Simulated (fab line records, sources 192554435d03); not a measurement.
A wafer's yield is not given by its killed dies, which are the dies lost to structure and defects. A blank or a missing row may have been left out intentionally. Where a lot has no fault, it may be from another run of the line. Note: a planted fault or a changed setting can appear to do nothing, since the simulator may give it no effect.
Which tool did it? -- flow n5Finfet -- Sampling: 24 lots, 72 wafers, 6 of 1938 route steps

== WHAT EACH GAUGE READ, for each wafer ==
N5_BEOL_M6_OVL_MEAS_12. Usual: M6_OVL gives 0.0 nm (standard deviation 0.79).
lot,measured,on,M6_OVL (nm),flag
L075,day 8 19:29,overlay-02,1.5 0.6 0.9,
L074,day 8 21:04,overlay-02,-0.8 -0.1 -0.4,
L076,day 8 21:18,overlay-01,-0.3 0.0 0.1,
L077,day 9 10:16,overlay-02,-0.3 -0.2 0.7,
L078,day 9 14:20,overlay-02,-0.9 0.4 -0.4,
L079,day 9 16:19,overlay-01,-0.4 -0.8 -0.4,
L080,day 9 21:05,overlay-01,0.9 -0.7 0.1,
L081,day 10 10:55,overlay-02,0.0 0.7 -0.2,
L082,day 10 14:53,overlay-02,1.0 0.4 1.0,
L083,day 10 21:23,overlay-01,0.5 -0.2 0.8,
L084,day 11 06:13,overlay-01,1.2 1.1 -0.1,
L085,day 11 10:40,overlay-01,-1.5 -1.4 -0.7,
L086,day 11 15:15,overlay-02,0.0 0.3 -0.2,
L088,day 11 21:23,overlay-01,-0.9 -0.2 -1.2,
L089,day 12 01:03,overlay-01,0.9 2.1 0.9,
L087,day 12 04:12,overlay-02,0.3 -0.3 0.3,
L090,day 12 05:33,overlay-01,-0.9 0.2 -0.5,
L091,day 12 12:36,overlay-01,-0.6 -0.8 -0.3,
L093,day 13 22:38,overlay-01,-0.3 -0.6 0.0,
L092,day 13 22:48,overlay-01,0.6 0.7 0.8,
L097,day 14 01:45,overlay-02,-0.3 0.6 -1.3,
L094,day 14 02:27,overlay-02,-1.3 0.0 -1.6,
L095,day 14 07:07,overlay-02,1.4 0.4 1.0,
L096,day 14 23:37,overlay-01,-0.5 1.5 0.8,

N5_BEOL_M7_THK_MEAS_01. Usual: M7_ILD_THK gives 156.0 nm (standard deviation 2.1).
lot,measured,on,M7_ILD_THK (nm),flag
L075,day 9 01:26,filmMetro-02,153.1 155.4 156.5,
L074,day 9 02:55,filmMetro-02,155.3 157.7 155.2,
L076,day 9 04:38,filmMetro-01,155.3 156.1 158.2,
L077,day 9 14:54,filmMetro-01,154.5 153.8 156.4,
L078,day 9 20:01,filmMetro-02,156.7 157.0 161.1,
L079,day 9 22:06,filmMetro-01,152.6 157.1 158.1,
L080,day 10 02:00,filmMetro-01,156.7 153.6 161.6,
L081,day 10 20:30,filmMetro-02,152.9 153.8 158.5,
L082,day 10 20:32,filmMetro-01,156.8 154.7 159.1,
L083,day 11 01:52,filmMetro-01,155.0 156.7 156.2,
L084,day 11 11:34,filmMetro-01,156.6 156.4 158.4,
L085,day 11 15:08,filmMetro-01,156.8 158.6 160.9,
L086,day 11 20:07,filmMetro-02,154.2 156.8 158.1,
L088,day 12 03:44,filmMetro-01,152.9 156.0 157.2,
L089,day 12 06:43,filmMetro-02,154.9 156.2 156.6,
L087,day 12 14:31,filmMetro-02,155.3 157.8 158.5,
L090,day 12 14:18,filmMetro-02,155.7 155.6 158.8,
L091,day 12 18:07,filmMetro-02,153.3 159.0 155.6,
L093,day 14 04:11,filmMetro-02,155.0 156.1 157.1,
L092,day 14 05:14,filmMetro-02,157.3 157.9 160.8,
L097,day 14 08:06,filmMetro-02,151.8 152.3 154.4,
L094,day 14 09:22,filmMetro-02,151.1 153.7 156.5,
L095,day 14 14:27,filmMetro-02,153.8 155.2 156.4,
L096,day 15 07:28,filmMetro-02,152.0 154.0 158.9,

N5_BEOL_M7_OVL_MEAS_12. Usual: M7_OVL gives 0.1 nm (standard deviation 0.73).
lot,measured,on,M7_OVL (nm),flag
L075,day 9 03:46,overlay-02,-0.1 -0.9 -0.6,
L074,day 9 04:31,overlay-01,0.2 0.4 -0.2,
L076,day 9 06:44,overlay-01,0.1 -0.9 -0.5,
L077,day 9 16:42,overlay-02,-0.8 0.2 0.7,
L078,day 9 20:50,overlay-01,0.3 1.7 1.9,
L079,day 9 23:59,overlay-02,0.9 1.6 1.2,
L080,day 10 02:51,overlay-02,-0.6 -1.0 0.3,
L081,day 10 21:39,overlay-01,1.0 0.6 0.4,
L082,day 10 21:49,overlay-02,-1.1 -2.1 -0.6,
L083,day 11 03:05,overlay-02,0.6 0.6 -0.1,
L084,day 11 13:08,overlay-01,-0.3 0.5 1.4,
L085,day 11 16:07,overlay-02,-0.4 -0.3 -1.1,
L086,day 11 21:29,overlay-01,-0.4 1.1 -0.3,
L088,day 12 04:37,overlay-02,-1.4 0.2 -0.9,
L089,day 12 09:16,overlay-02,0.7 1.3 0.8,
L087,day 12 16:11,overlay-01,-0.4 0.3 0.0,
L090,day 12 16:01,overlay-01,-0.2 0.1 0.3,
L091,day 12 18:46,overlay-01,0.2 -0.4 -0.1,
L093,day 14 06:44,overlay-02,0.2 0.1 -0.3,
L092,day 14 07:05,overlay-01,-0.4 -0.4 0.6,
L097,day 14 10:53,overlay-01,0.4 -0.3 0.9,
L094,day 14 11:29,overlay-02,-0.5 0.1 -0.6,
L095,day 14 15:10,overlay-02,-0.8 -0.6 0.9,
L096,day 15 09:47,overlay-02,-0.2 -0.4 1.3,

N5_BEOL_M7_INSPECT_13: inspects for defects (brightfield). Usual: 408 for rawDefectCount, sd 87.
lot,measured,on,rawDefectCount,flag
L075,day 9 03:47,defectInspect-01,558 569 669,
L074,day 9 04:32,defectInspect-02,401 343 434,
L076,day 9 06:46,defectInspect-02,465 514 429,
L077,day 9 16:44,defectInspect-01,340 261 290,
L078,day 9 20:52,defectInspect-01,376 509 428,
L079,day 10 00:00,defectInspect-01,472 505 580,
L080,day 10 02:53,defectInspect-01,344 461 350,
L081,day 10 21:41,defectInspect-01,403 443 349,
L082,day 10 21:50,defectInspect-01,389 345 425,
L083,day 11 03:07,defectInspect-02,432 331 432,
L084,day 11 13:10,defectInspect-02,452 560 411,
L085,day 11 16:08,defectInspect-02,305 234 345,
L086,day 11 21:31,defectInspect-01,329 558 294,
L088,day 12 04:38,defectInspect-02,324 586 341,
L089,day 12 09:17,defectInspect-02,351 402 370,
L087,day 12 16:13,defectInspect-01,364 369 406,
L090,day 12 16:03,defectInspect-02,468 418 564,
L091,day 12 18:48,defectInspect-02,307 392 279,
L093,day 14 06:46,defectInspect-01,393 434 469,
L092,day 14 07:07,defectInspect-01,372 371 381,
L097,day 14 10:54,defectInspect-01,528 434 525,
L094,day 14 11:31,defectInspect-01,347 359 395,
L095,day 14 15:12,defectInspect-02,411 361 422,
L096,day 15 09:48,defectInspect-01,411 406 415,

== TOOL THAT RAN EACH LOT (tool first, then ch and the chambers of the sampled wafers, then the start) ==
lot,N5_BEOL_M6_STRIP_80,N5_BEOL_M6_SPUTTER_48
L075,"rieDiel-05 ch 1,2,3, day 8 23:43 or earlier","pvdSputter-01, day 8 23:43"
L074,"rieDiel-05 ch 0,1,2, day 9 01:03 or earlier","pvdSputter-03, day 9 01:03"
L076,"rieDiel-05 ch 0,2,3, day 9 03:03 or earlier","pvdSputter-03, day 9 03:03"
L077,"rieDiel-03 ch 1,2, day 9 13:19 or earlier","pvdSputter-01, day 9 13:19"
L078,"rieDiel-03 ch 0,2,3, day 9 17:26 or earlier","pvdSputter-02, day 9 17:26"
L079,"rieDiel-03 ch 0,1,3, day 9 20:32 or earlier","pvdSputter-01, day 9 20:32"
L080,"rieDiel-03 ch 0,1,2, day 10 00:13 or earlier","pvdSputter-03, day 10 00:13"
L081,"rieDiel-05 ch 0,2, day 10 18:22 or earlier","pvdSputter-03, day 10 18:22"
L082,"rieDiel-01 ch 0,3, day 10 18:43 or earlier","pvdSputter-01, day 10 18:43"
L083,"rieDiel-01 ch 0,1,2, day 11 00:18 or earlier","pvdSputter-01, day 11 00:18"
L084,"rieDiel-05 ch 0,1,3, day 11 10:00 or earlier","pvdSputter-01, day 11 10:00"
L085,"rieDiel-03 ch 2,3, day 11 13:33 or earlier","pvdSputter-01, day 11 13:33"
L086,"rieDiel-03 ch 0,3, day 11 18:32 or earlier","pvdSputter-01, day 11 18:32"
L088,"rieDiel-03 ch 1,3, day 12 02:10 or earlier","pvdSputter-03, day 12 02:10"
L089,"rieDiel-05 ch 0,1,2, day 12 04:38 or earlier","pvdSputter-03, day 12 04:38"
L087,"rieDiel-01 ch 0,1,2, day 12 11:44 or earlier","pvdSputter-03, day 12 11:44"
L090,"rieDiel-03 ch 0,3, day 12 12:01 or earlier","pvdSputter-01, day 12 12:01"
L091,"rieDiel-05 ch 0,1,3, day 12 16:31 or earlier","pvdSputter-01, day 12 16:31"
L093,"rieDiel-01 ch 1,2,3, day 14 02:35 or earlier","pvdSputter-02, day 14 02:35"
L092,"rieDiel-03 ch 0,1, day 14 03:32 or earlier","pvdSputter-02, day 14 03:32"
L097,"rieDiel-01 ch 1,2, day 14 06:32 or earlier","pvdSputter-03, day 14 06:32"
L094,"rieDiel-03 ch 0,2, day 14 07:26 or earlier","pvdSputter-03, day 14 07:26"
L095,"rieDiel-05 ch 1,2,3, day 14 11:58 or earlier","pvdSputter-02, day 14 11:58"
L096,"rieDiel-03 ch 0,1, day 15 05:43 or earlier","pvdSputter-02, day 15 05:43"
- N5_BEOL_M6_STRIP_80: strips in N2/H2, time 10 s.
- N5_BEOL_M6_SPUTTER_48: material Cu, target thk 10 nm, time 1.667 s.

== AS READ BY THE TOOLS THEMSELVES (means over the sampled wafers that have a number; for cases with no such wafer, the mark the record gives instead) ==
N5_BEOL_M6_STRIP_80. Usual: drypumpMotorCurrentA 5.7 A, standard deviation 0.43; oesProductAu 0.79 a.u., standard deviation 0.089; rfVppV 59.4 V, standard deviation 0.85; showerheadPlenumPTorr 2.60 Torr, standard deviation 0.055; throttleValvePct 23.60 %, standard deviation 0.24.
lot,tool,drypumpMotorCurrentA (A),oesProductAu (a.u.),rfVppV (V),showerheadPlenumPTorr (Torr),throttleValvePct (%),flag
L075,rieDiel-05,5.6,0.70,58.7,2.55,23.86,
L074,rieDiel-05,5.8,0.72,60.5,2.58,23.57,
L076,rieDiel-05,6.0,0.68,58.0,2.58,23.93,
L077,rieDiel-03,5.3,0.79,59.7,2.59,23.52,
L078,rieDiel-03,5.5,0.75,59.7,2.65,23.67,
L079,rieDiel-03,5.5,0.81,59.2,2.63,23.59,
L080,rieDiel-03,5.5,0.81,59.2,2.63,23.53,
L081,rieDiel-05,6.1,0.85,59.5,2.60,23.58,
L082,rieDiel-01,6.3,0.72,59.8,2.61,23.45,
L083,rieDiel-01,5.7,0.79,59.0,2.62,23.64,
L084,rieDiel-05,5.7,0.80,59.2,2.54,23.65,
L085,rieDiel-03,5.3,0.67,59.7,2.63,23.84,
L086,rieDiel-03,5.5,0.74,60.1,2.65,23.77,
L088,rieDiel-03,5.3,0.77,58.6,2.58,23.63,
L089,rieDiel-05,5.8,0.77,59.7,2.57,23.51,
L087,rieDiel-01,5.7,0.78,59.4,2.61,23.65,
L090,rieDiel-03,5.6,0.80,59.6,2.66,23.64,
L091,rieDiel-05,5.7,0.78,59.8,2.54,23.66,
L093,rieDiel-01,5.7,0.77,59.0,2.61,23.59,
L092,rieDiel-03,5.7,0.82,60.1,2.63,23.51,
L097,rieDiel-01,5.5,0.77,59.5,2.63,23.76,
L094,rieDiel-03,5.5,0.88,59.4,2.63,23.31,
L095,rieDiel-05,5.6,0.82,59.9,2.53,23.69,
L096,rieDiel-03,5.6,0.81,58.7,2.63,23.54,

N5_BEOL_M6_SPUTTER_48. Usual: 30.1 % for throttleValvePct, sd 1.1.
lot,tool,throttleValvePct (%),flag
L075,pvdSputter-01,28.9,
L074,pvdSputter-03,30.6,
L076,pvdSputter-03,30.1,
L077,pvdSputter-01,29.8,
L078,pvdSputter-02,30.4,
L079,pvdSputter-01,29.8,
L080,pvdSputter-03,29.9,
L081,pvdSputter-03,29.8,
L082,pvdSputter-01,29.0,
L083,pvdSputter-01,29.6,
L084,pvdSputter-01,29.2,
L085,pvdSputter-01,29.7,
L086,pvdSputter-01,30.4,
L088,pvdSputter-03,30.8,
L089,pvdSputter-03,30.6,
L087,pvdSputter-03,30.6,
L090,pvdSputter-01,29.9,
L091,pvdSputter-01,29.3,
L093,pvdSputter-02,31.0,
L092,pvdSputter-02,30.9,
L097,pvdSputter-03,30.7,
L094,pvdSputter-03,30.7,
L095,pvdSputter-02,30.9,
L096,pvdSputter-02,31.3,

== THE ANSWER, worked out from the rows above alone ==
Rule: a lot is off if the mean of its wafers that have a number lies more than 3 standard deviations from the usual mean. A lot without any number at a reading at which 4 lots or more have one is off too. The other lots that the step has rows for count as sound. First the gauges in route order, then the tools' own readings, where a lot's mean is used as printed above. The first step at which some lot is off is used, and at that step the reading that is off furthest; a lot without a number counts as furthest.
Across all readings shown, no lot is off: no conclusion can be drawn from this.

== WHAT THE SIMULATOR HAD PUT IN ==
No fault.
